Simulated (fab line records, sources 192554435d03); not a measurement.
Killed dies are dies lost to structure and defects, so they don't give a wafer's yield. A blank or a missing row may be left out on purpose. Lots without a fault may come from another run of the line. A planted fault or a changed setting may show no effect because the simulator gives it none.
fab line records | flow n5_finfet
record lots=14 wafers=42 last_day=18
route steps=1938 shown BEOL_M0_SAQP@638 BEOL_M4@1111
lots that met no fault: from a run of the same line without faults
start_h: hours from the record's first day to the start of the lot's first wafer shown | wait_h: hours since the lot's step before | " the same as in the row above | L1.1+2: a row that stands for several wafers | - no value, or no start given | * or withheld: withheld | < > ~ a bound
route shown NAME@n: a module of which the file shows steps, and the number in the route of the first | usual: mean/standard deviation of fault-free wafers | same: alike in all rows | chamber/n: place in a boat | sites: the reading at each site | _std_site: their standard deviation | _edge_site: outer sites' mean less inner sites' | radius_mm: how far each site lies from the wafer's centre | mask NAME#n: copy n | behind: the tool/chamber that last shaped the wafer | hold: why the lot was held/for how many hours/how that ended | device: the transistor (n, p or np) that didn't switch | end of line: the same wafers' tests at the end of the route | a step without rows: its recipe alone | killed: dies lost to structure and defects at the first sort, not the wafer's yield | map: a wafer's dies, x killed, . not, _ none there
set.NAME: the setting as run; set.NAME@STEP: as run at that earlier step | model.NAME: the simulator's own value behind a step, which no gauge read
steps of the route over a sample of lots; a table a step, a row a wafer
services: from which hour (start_h, from the record's first day; less than 0 if before it) a tool's chamber was out of use, for how many hours, and why
## steps
# step N5_BEOL_M0_SAQP_PECVD_04
# recipe material=a-Si target_thk_a=600 temp_c=350 precursor=SiH4/He pressure_torr=3 rf_w=100 time_s=60.2
# usual heater_power_w=683/64 showerhead_plenum_p_Torr=5.65/0.045 throttle_valve_pct=18.0/1
# columns lot.wafer tool chamber start_h wait_h heater_power_w showerhead_plenum_p_Torr throttle_valve_pct
L165.1 pecvd-01 1 105.85 0.0 662 5.62 17.4
L165.4 " 0 " " 730 5.70 19.8
L165.5 " 2 " " 734 5.70 17.4
L166.2 pecvd-01 2 109.26 0.0 656 5.70 17.6
L166.4 " 2 " " 676 5.69 17.6
L166.6 " 0 " " 724 5.69 20.0
L167.1 pecvd-03 2 119.35 0.0 679 5.60 17.5
L167.2 " 0 " " 654 5.64 19.6
L167.4 " 0 " " 662 5.66 19.4
L169.2 pecvd-03 1 135.41 0.0 609 5.72 18.0
L169.4 " 1 " " 569 5.70 17.5
L169.6 " 0 " " 639 5.64 19.4
L170.3 pecvd-01 2 140.20 0.0 754 5.71 17.6
L170.4 " 0 " " 770 5.69 19.9
L170.6 " 2 " " 755 5.69 17.4
L175.2 pecvd-01 0 170.38 0.0 711 5.69 19.6
L175.4 " 2 " " 786 5.71 17.5
L175.5 " 1 " " 713 5.64 17.5
L176.1 pecvd-01 2 175.43 0.0 778 5.71 17.3
L176.3 " 1 " " 608 5.65 17.6
L176.5 " 2 " " 757 5.71 17.6
L180.1 pecvd-03 2 199.11 0.0 747 5.59 17.8
L180.5 " 2 " " 747 5.60 18.0
L180.6 " 0 " " 591 5.65 19.4
L181.1 pecvd-03 1 204.15 0.0 645 5.71 17.8
L181.3 " 2 " " 806 5.60 17.9
L181.4 " 0 " " 633 5.64 19.7
L182.2 pecvd-02 0 210.00 0.0 670 5.63 17.3
L182.5 " 2 " " 711 5.68 16.3
L182.6 " 0 " " 666 5.62 17.1
L183.1 pecvd-02 2 217.05 0.0 728 5.68 16.6
L183.2 " 1 " " 601 5.59 16.5
L183.4 " 0 " " 684 5.62 17.1
L186.3 pecvd-03 0 232.20 0.0 659 5.63 19.4
L186.4 " 2 " " 777 5.59 17.9
L186.6 " 0 " " 656 5.64 19.5
L187.1 pecvd-03 2 246.52 0.0 709 5.58 18.0
L187.4 " 0 " " 679 5.64 19.4
L187.5 " 1 " " 651 5.70 17.6
L188.1 pecvd-02 0 256.98 0.0 600 5.60 17.2
L188.3 " 1 " " 526 5.58 17.0
L188.5 " 1 " " 528 5.60 16.8
# step N5_BEOL_M0_SAQP_ETCH_83
# recipe chemistry=CF4 target=SiARC target_depth_a=390 mask_material=CAR-ArF time_s=65 ion_energy_ev=80 pressure_mtorr=40 source_w=545 bias_w=36 Ar_flow_sccm=100 cf4_flow_sccm=100 ends=cleared
# usual drypump_motor_current_A=5.8/0.39 etch_rf_on_time_s=65.3/1 oes_product_au=0.65/0.071 rf_vpp_V=183.5/1.1 showerhead_plenum_p_Torr=2.11/0.066 throttle_valve_pct=15.62/0.23
# columns lot.wafer tool chamber start_h wait_h drypump_motor_current_A etch_rf_on_time_s oes_product_au rf_hours_counter_h rf_vpp_V showerhead_plenum_p_Torr throttle_valve_pct
L165.1 rie_diel-02 1 106.42 0.0 5.7 63.8 0.67 117 183.2 1.99 15.18
L165.4 " 0 " " 5.7 65.6 0.65 120 184.0 2.16 15.76
L165.5 " 0 " " 5.7 65.5 0.65 - 184.5 2.16 15.78
L166.2 rie_diel-03 0 110.13 0.0 6.1 66.4 0.65 158 183.0 2.05 15.72
L166.4 " 3 " " 6.2 65.2 0.70 86 183.0 2.08 15.53
L166.6 " 1 " " 4.7 65.3 0.57 - 185.1 2.20 15.75
L167.1 rie_diel-02 2 120.26 0.0 5.2 66.4 0.57 243 182.2 2.11 15.52
L167.2 " 1 " " 5.7 64.8 0.66 121 181.5 1.99 15.20
L167.4 " 3 " " 6.2 67.6 0.58 238 184.9 2.20 15.51
L169.2 rie_diel-03 2 136.33 0.0 6.2 66.0 0.63 152 182.1 2.06 15.60
L169.4 " 0 " " 6.1 65.8 0.65 165 183.4 2.05 15.72
L169.6 " 0 " " 6.1 66.4 0.65 - 182.8 2.05 15.71
L170.3 rie_diel-04 1 140.77 0.0 6.1 65.3 0.66 146 186.4 2.23 15.51
L170.4 " 0 " " 5.6 65.1 0.61 189 183.7 2.13 15.92
L170.6 " 2 " " 5.7 66.4 0.58 - 182.5 2.12 15.91
L175.2 rie_diel-02 3 171.34 0.0 6.3 66.7 0.58 257 184.8 2.19 15.55
L175.4 " 1 " " 5.7 63.6 0.65 - 183.0 1.99 15.21
L175.5 " 0 " " 5.7 66.5 0.63 - 184.2 2.15 15.82
L176.1 rie_diel-03 3 176.03 0.0 6.2 65.3 0.68 104 182.7 2.07 15.56
L176.3 " 0 " " 6.1 65.8 0.64 176 181.5 2.05 15.73
L176.5 " 2 " " 6.2 66.0 0.62 - 182.3 2.06 15.61
L180.1 rie_diel-03 1 199.92 0.0 4.7 62.8 0.86 2 184.7 2.19 15.26
L180.5 " 0 " " 6.1 66.0 0.63 - 183.0 2.04 15.76
L180.6 " 1 " " 4.7 62.8 0.86 - 184.3 2.19 15.28
L181.1 rie_diel-02 2 204.85 0.0 5.1 62.7 0.82 8 185.2 2.10 15.05
L181.3 " 0 " " 5.7 65.8 0.63 154 183.9 2.14 15.83
L181.4 " 3 " " 6.2 64.5 0.81 4 184.3 2.19 15.06
L182.2 rie_diel-03 0 210.57 0.0 6.1 65.7 0.64 188 182.3 2.04 15.77
L182.5 " 3 " " 6.2 64.9 0.67 - 183.1 2.07 15.59
L182.6 " 2 " " 6.2 65.0 0.63 - 182.7 2.06 15.64
L183.1 rie_diel-04 1 217.75 0.0 6.1 65.3 0.64 170 184.3 2.22 15.54
L183.2 " 0 " " 5.6 65.6 0.59 215 183.3 2.12 15.96
L183.4 " 2 " " 5.7 63.5 0.84 5 183.4 2.12 15.45
L186.3 rie_diel-04 2 232.77 0.0 5.7 64.4 0.81 10 184.0 2.11 15.47
L186.4 " 0 " " 5.6 65.7 0.58 220 185.1 2.12 15.98
L186.6 " 1 " " 6.1 65.8 0.63 - 187.0 2.22 15.55
L187.1 rie_diel-02 1 247.10 0.0 5.7 63.6 0.64 157 183.1 1.98 15.26
L187.4 " 3 " " 6.3 64.5 0.78 17 184.2 2.19 15.09
L187.5 " 1 " " 5.7 63.5 0.64 - 182.0 1.98 15.26
L188.1 rie_diel-04 2 257.55 0.0 5.7 64.5 0.79 16 183.8 2.11 15.47
L188.3 " 1 " " 6.1 66.2 0.62 182 184.3 2.22 15.56
L188.5 " 2 " " 5.7 64.3 0.80 - 182.3 2.11 15.46
# step N5_BEOL_M0_SAQP_SPACER1_ALD_98
# recipe material=SiO2 target_thk_a=128 temp_c=300 ald_precursor_family=BDEAS ald_co_reactant=O2-plasma pulse_time_s=1 purge_time_s=2 co_reactant_purge_time_s=2 ald_cycles=138 pressure_torr=2
# usual ald_cycles=138/0 chamber_pressure_Torr=2.000/0.0038 heater_power_w=478/38 precursor_pulse_height_rel=1.002/0.019
# columns lot.wafer tool chamber start_h wait_h ald_cycles chamber_pressure_Torr heater_power_w precursor_pulse_height_rel
L165.1 ald_sin-03 2 107.29 0.3 138 2.000 437 0.992
L165.4 " 0 " " 138 2.006 482 0.990
L165.5 " 0 " " 138 1.996 503 0.994
L166.2 ald_sin-02 3 111.47 0.7 138 2.004 455 1.026
L166.4 " 1 " " 138 2.001 467 1.005
L166.6 " 2 " " 138 1.998 435 1.029
L167.1 ald_sin-03 2 121.25 0.3 138 2.000 429 1.013
L167.2 " 3 " " 138 2.013 529 0.996
L167.4 " 0 " " 138 1.995 501 1.034
L169.2 ald_sin-04 2 137.20 0.3 138 2.000 493 1.043
L169.4 " 0 " " 138 1.994 516 0.960
L169.6 " 0 " " 138 1.997 511 1.024
L170.3 ald_sin-03 1 141.63 0.1 138 2.003 496 0.990
L170.4 " 2 " " 138 2.003 422 1.012
L170.6 " 2 " " 138 1.998 435 1.012
L175.2 ald_sin-03 3 172.38 0.3 - - - -
L175.4 " 1 " " - - - -
L175.5 " 0 " " - - - -
L176.1 ald_sin-03 0 179.33 2.7 - - - -
L176.3 " 1 " " - - - -
L176.5 " 2 " " - - - -
L180.1 ald_sin-02 0 201.10 0.3 138 2.005 428 0.995
L180.5 " 1 " " 138 2.001 489 0.977
L180.6 " 0 " " 138 1.998 439 1.040
L181.1 ald_sin-03 3 205.71 0.3 138 1.994 523 1.009
L181.3 " 2 " " 138 1.996 432 1.022
L181.4 " 1 " " 138 2.002 505 0.973
L182.2 ald_sin-03 2 213.05 1.8 138 1.999 430 1.022
L182.5 " 3 " " 138 2.007 538 1.016
L182.6 " 0 " " 138 2.000 513 0.999
L183.1 ald_sin-02 3 218.60 0.3 138 2.002 463 0.995
L183.2 " 0 " " 138 2.001 428 1.019
L183.4 " 2 " " 138 1.993 421 0.970
L186.3 ald_sin-04 0 233.70 0.2 138 1.994 505 0.988
L186.4 " 2 " " 138 2.000 454 1.001
L186.6 " 2 " " 138 1.997 457 0.981
L187.1 ald_sin-02 0 248.00 0.3 138 1.998 429 1.002
L187.4 " 2 " " 138 2.004 428 1.016
L187.5 " 0 " " 138 2.002 425 1.010
L188.1 ald_sin-02 1 258.53 0.4 138 2.004 486 1.014
L188.3 " 3 " " 138 1.996 471 0.988
L188.5 " 0 " " 138 2.005 434 1.020
# step N5_BEOL_M0_SAQP_CD_MEAS_25
# recipe target_cd_nm=13.1 landing_energy_ev=1000 detector=se_inlens
# usual cd_nm=12.84/0.2
# columns lot.wafer tool chamber start_h wait_h cd_nm
L165.1 cd_sem-03 0 107.98 0.1 12.62
L165.4 " 0 " " 13.05
L165.5 " 0 " " 13.01
L166.2 cd_sem-03 0 112.15 0.1 12.44
L166.4 " 0 " " 13.10
L166.6 " 0 " " 13.27
L167.1 cd_sem-03 0 121.93 0.1 12.70
L167.2 " 0 " " 12.87
L167.4 " 0 " " 12.82
L169.2 cd_sem-02 0 137.87 0.1 12.91
L169.4 " 0 " " 13.03
L169.6 " 0 " " 12.80
L170.3 cd_sem-01 0 142.46 0.1 13.16
L170.4 " 0 " " 13.03
L170.6 " 0 " " 12.98
L175.2 cd_sem-01 0 173.20 0.1 -
L175.4 " 0 " " -
L175.5 " 0 " " -
L176.1 cd_sem-02 0 180.01 0.1 -
L176.3 " 0 " " -
L176.5 " 0 " " -
L180.1 cd_sem-03 0 201.77 0.1 12.82
L180.5 " 0 " " 13.09
L180.6 " 0 " " 12.81
L181.1 cd_sem-03 0 206.47 0.1 12.83
L181.3 " 0 " " 12.56
L181.4 " 0 " " 12.67
L182.2 cd_sem-03 0 214.05 0.1 12.86
L182.5 " 0 " " 13.02
L182.6 " 0 " " 12.82
L183.1 cd_sem-03 0 219.27 0.1 12.75
L183.2 " 0 " " 12.87
L183.4 " 0 " " 12.75
L186.3 cd_sem-01 0 234.38 0.1 12.97
L186.4 " 0 " " 12.60
L186.6 " 0 " " 12.85
L187.1 cd_sem-01 0 248.68 0.1 13.09
L187.4 " 0 " " 12.54
L187.5 " 0 " " 12.89
L188.1 cd_sem-02 0 259.20 0.1 12.66
L188.3 " 0 " " 13.05
L188.5 " 0 " " 12.81
# step N5_BEOL_M0_SAQP_ETCH_107
# recipe chemistry=CH3F/O2 target=SiNx target_depth_a=300 mask_material=SOC pressure_mtorr=30 source_w=395 bias_w=73 Ar_flow_sccm=150 CH3F_flow_sccm=30 O2_flow_sccm=20 ion_energy_ev=120
# usual drypump_motor_current_A=5.8/0.46 oes_o_777_au=0.76/0.078 oes_product_au=0.76/0.081 rf_vpp_V=296.3/3 showerhead_plenum_p_Torr=1.97/0.062 throttle_valve_pct=16.39/0.2
# columns lot.wafer tool chamber start_h wait_h drypump_motor_current_A oes_o_777_au oes_product_au rf_hours_counter_h rf_vpp_V showerhead_plenum_p_Torr throttle_valve_pct
L165.1 rie_diel-03 0 108.80 0.0 6.1 0.76 0.77 157 299.4 1.92 16.49
L165.4 " 2 " " 6.2 0.74 0.75 146 294.2 1.93 16.34
L165.5 " 1 " " 4.7 0.69 0.68 - 299.5 2.06 16.51
L166.2 rie_diel-02 2 112.91 0.0 5.1 0.70 0.68 241 294.1 1.97 16.28
L166.4 " 1 " " 5.7 0.78 0.78 119 292.7 1.85 15.91
L166.6 " 2 " " 5.2 0.70 0.67 - 294.3 1.97 16.28
L167.1 rie_diel-02 0 122.70 0.0 5.7 0.76 0.76 124 295.7 2.02 16.56
L167.2 " 2 " " 5.1 0.70 0.68 244 294.9 1.97 16.29
L167.4 " 3 " " 6.3 0.69 0.70 239 298.8 2.05 16.24
L169.2 rie_diel-04 1 138.64 0.0 6.1 0.77 0.76 145 302.1 2.09 16.22
L169.4 " 0 " " 5.6 0.71 0.71 189 297.7 1.98 16.66
L169.6 " 1 " " 6.1 0.77 0.76 - 302.6 2.08 16.23
L170.3 rie_diel-04 1 143.22 0.0 6.1 0.77 0.76 146 302.1 2.08 16.25
L170.4 " 3 " " 5.8 0.74 0.73 202 295.9 1.98 16.53
L170.6 " 0 " " 5.6 0.71 0.71 - 297.8 1.98 16.66
L175.2 rie_diel-02 1 174.14 0.0 5.7 0.77 0.76 135 292.5 1.85 15.96
L175.4 " 0 " " 5.7 0.74 0.74 - 297.0 2.01 16.59
L175.5 " 3 " " 6.3 0.68 0.68 - 300.4 2.04 16.26
L176.1 rie_diel-03 3 180.85 0.0 6.2 0.80 0.80 105 290.6 1.93 16.33
L176.3 " 0 " " 6.1 0.74 0.76 178 296.5 1.91 16.52
L176.5 " 3 " " 6.2 0.81 0.80 - 292.4 1.93 16.34
L180.1 rie_diel-03 2 202.54 0.0 6.2 0.72 0.73 172 295.8 1.92 16.36
L180.5 " 3 " " 6.2 0.80 0.78 - 290.6 1.93 16.36
L180.6 " 2 " " 6.1 0.72 0.73 - 296.6 1.92 16.35
L181.1 rie_diel-03 0 207.42 0.0 6.0 0.74 0.75 186 297.2 1.91 16.53
L181.3 " 1 " " 4.7 0.97 0.98 4 299.1 2.05 16.07
L181.4 " 3 " " 6.2 0.80 0.78 113 291.2 1.93 16.35
L182.2 rie_diel-04 1 214.81 0.0 6.1 0.75 0.75 169 301.5 2.08 16.29
L182.5 " 0 " " 5.6 0.69 0.69 - 297.0 1.98 16.71
L182.6 " 1 " " 6.1 0.75 0.75 - 301.8 2.08 16.28
L183.1 rie_diel-04 0 220.04 0.0 5.6 0.69 0.69 215 297.7 1.98 16.72
L183.2 " 1 " " 6.1 0.75 0.74 170 302.2 2.08 16.29
L183.4 " 3 " " 5.9 0.72 0.71 226 295.8 1.97 16.60
L186.3 rie_diel-04 3 235.24 0.0 5.8 0.72 0.71 232 295.1 1.97 16.60
L186.4 " 1 " " 6.1 0.74 0.73 176 302.1 2.07 16.29
L186.6 " 3 " " 5.8 0.71 0.72 - 294.2 1.97 16.59
L187.1 rie_diel-04 0 249.45 0.0 5.6 0.69 0.68 224 297.6 1.97 16.72
L187.4 " 2 " " 5.7 0.92 0.93 14 294.5 1.97 16.20
L187.5 " 3 " " 5.8 0.71 0.70 - 295.0 1.97 16.60
L188.1 rie_diel-02 1 260.00 0.0 5.7 0.75 0.74 161 292.7 1.84 16.00
L188.3 " 2 " " 5.1 0.90 0.91 24 295.1 1.96 15.88
L188.5 " 1 " " 5.7 0.76 0.74 - 293.5 1.84 15.97
# step N5_BEOL_M4_RC_MEAS_101
# usual DIBL_N=35.7/1.3 DIBL_P=35.4/1.8 IOFF_N=0.152/0.027 IOFF_P=0.20/0.034 ION_N=672/9.8 ION_P=461/7.5 SS_N=71.4/0.55 SS_P=73.1/0.61 VT_N=251/3.3 VT_P=-251/3.6
# columns lot.wafer tool chamber start_h wait_h DIBL_N[mV/V] DIBL_P[mV/V] IOFF_N[nA/um] IOFF_P[nA/um] ION_N[uA/um] ION_P[uA/um] SS_N[mV/dec] SS_P[mV/dec] VT_N[mV] VT_P[mV]
L165.1 prober-02 0 162.74 0.0 37.2 39.2 0.199 0.27 681 469 72.2 74.2 247 -244
L165.4 " 0 " " 35.0 38.2 0.160 0.24 672 465 71.1 73.9 248 -246
L165.5 " 0 " " 35.2 36.6 0.161 0.22 684 467 71.0 73.7 248 -247
L166.2 prober-01 0 167.97 0.2 34.0 32.5 0.114 0.16 661 457 70.3 72.7 255 -255
L166.4 " 0 " " 35.2 34.1 0.133 0.18 670 464 70.6 73.5 253 -251
L166.6 " 0 " " 34.4 34.2 0.126 0.18 659 452 71.3 73.0 255 -250
L167.1 prober-01 0 179.12 0.0 38.6 38.5 0.217 0.30 674 468 72.4 74.4 248 -244
L167.2 " 0 " " 34.7 32.9 0.139 0.21 671 463 71.0 72.9 251 -249
L167.4 " 0 " " 34.8 34.2 0.144 0.22 673 460 71.6 73.5 251 -248
L169.2 prober-01 0 191.24 0.2 35.8 36.2 0.162 0.18 676 452 71.3 73.1 253 -258
L169.4 " 0 " " 36.4 37.6 0.186 0.19 688 469 71.3 73.7 246 -252
L169.6 " 0 " " 36.6 37.3 0.188 0.19 673 453 72.3 73.8 251 -253
L170.3 prober-02 0 194.45 0.3 35.6 36.1 0.174 0.24 679 472 71.7 73.4 247 -243
L170.4 " 0 " " 38.0 39.5 0.237 0.32 694 484 72.4 73.6 243 -242
L170.6 " 0 " " 37.0 37.8 0.203 0.27 691 481 71.8 73.5 243 -243
L180.1 prober-01 0 256.09 0.0 35.6 34.7 0.137 0.17 675 451 71.7 73.1 254 -254
L180.5 " 0 " " 35.8 35.1 0.145 0.18 665 456 71.5 73.2 253 -256
L180.6 " 0 " " 37.4 37.0 0.172 0.21 670 454 71.8 73.4 250 -251
L181.1 prober-01 0 261.82 0.0 35.0 34.7 0.129 0.19 657 458 71.1 73.4 253 -250
L181.3 " 0 " " 34.2 32.8 0.116 0.16 658 456 71.4 72.4 257 -252
L181.4 " 0 " " 34.6 33.7 0.115 0.17 653 453 70.1 72.1 256 -250
L182.2 prober-01 0 279.11 0.2 34.7 33.2 0.143 0.19 674 463 72.2 73.0 252 -249
L182.5 " 0 " " 33.4 31.7 0.122 0.17 666 462 71.8 73.3 254 -251
L182.6 " 0 " " 35.4 35.0 0.164 0.21 676 469 72.1 73.5 252 -249
L183.1 prober-02 0 280.66 0.0 39.0 38.9 0.201 0.28 685 474 71.8 74.3 246 -246
L183.2 " 0 " " 38.2 37.8 0.196 0.27 691 479 72.4 74.4 248 -244
L183.4 " 0 " " 37.7 37.7 0.175 0.26 677 472 71.4 74.6 248 -244
L186.3 prober-02 0 286.21 0.3 35.3 35.0 0.137 0.18 679 464 70.7 72.9 254 -252
L186.4 " 0 " " 37.8 38.1 0.182 0.22 689 468 71.5 73.6 249 -249
L186.6 " 0 " " 35.5 35.2 0.137 0.18 678 466 71.0 73.5 250 -253
L187.1 prober-01 0 308.16 0.0 34.3 34.6 0.123 0.18 663 458 71.2 72.0 253 -252
L187.4 " 0 " " 36.4 36.6 0.150 0.20 673 464 71.5 73.5 250 -250
L187.5 " 0 " " 35.3 35.2 0.124 0.17 667 456 71.2 72.7 253 -251
L188.1 prober-02 0 318.48 0.0 34.8 33.5 0.121 0.19 674 459 70.5 73.0 254 -252
L188.3 " 0 " " 33.8 32.4 0.104 0.17 653 457 70.8 72.3 259 -253
L188.5 " 0 " " 35.4 34.7 0.132 0.20 668 467 71.3 73.0 252 -249
## services
# columns tool chamber start_h hours kind
ald_sin-03 - 85.29 14.0 pm
rie_diel-02 1 128.59 14.5 repair
rie_diel-02 2 143.09 - clean
rie_diel-02 2 143.09 - consumable_replace:focus_ring
rie_diel-02 2 143.09 35.0 scheduled_down
rie_diel-02 2 143.09 35.0 vent_cycle
ald_sin-03 - 143.78 28.1 pm
pecvd-01 1 148.27 5.6 repair
pecvd-03 - 152.71 6.0 pm
rie_diel-03 1 170.57 - clean
rie_diel-03 1 170.57 - consumable_replace:focus_ring
rie_diel-03 1 170.57 23.4 scheduled_down
rie_diel-03 1 170.57 23.4 vent_cycle
ald_sin-04 - 176.82 14.0 pm
rie_diel-04 2 185.70 - clean
rie_diel-04 2 185.70 - consumable_replace:focus_ring
ald_sin-03 - 187.19 2.6 repair
pecvd-03 1 193.72 6.0 repair
ald_sin-03 0 199.37 8.0 repair
pecvd-01 - 224.56 28.1 pm
ald_sin-03 1 244.08 2.7 repair
rie_diel-04 2 250.08 2.5 repair
ald_sin-04 2 253.48 2.3 repair
rie_diel-04 3 257.50 8.1 repair
## key
first_sign step=N5_BEOL_M0_SAQP_SPACER1_ALD_98 reading=tool_record direction=missing
effect step=N5_BEOL_M0_SAQP_CD_MEAS_25 reading=cd_nm direction=missing
met_at N5_BEOL_M0_SAQP_SPACER1_ALD_98
struck_lots L175,L176
later_rows_left_out L175.2,L175.4,L175.5,L176.1,L176.3,L176.5
sort_left_out L175.2,L175.4,L175.5,L176.1,L176.3,L176.5
not_acting_at N5_BEOL_M0_SAQP_PECVD_04,N5_BEOL_M0_SAQP_ETCH_83,N5_BEOL_M0_SAQP_ETCH_107
onset_between 141.63 172.38
fault kind=skipped_step_whole tool=ald_sin-03 chamber=- onset_h=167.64 steps=N5_BEOL_M0_SAQP_SPACER1_ALD_98 scope=struck_lots_only
# sort_left_out: the simulated sort isn't trusted on such a fault, so these wafers' sort isn't shown, and their yield isn't known
# later_rows_left_out: the simulator's readings of these wafers behind a module that went badly wrong aren't trusted and aren't shown, but for the sort
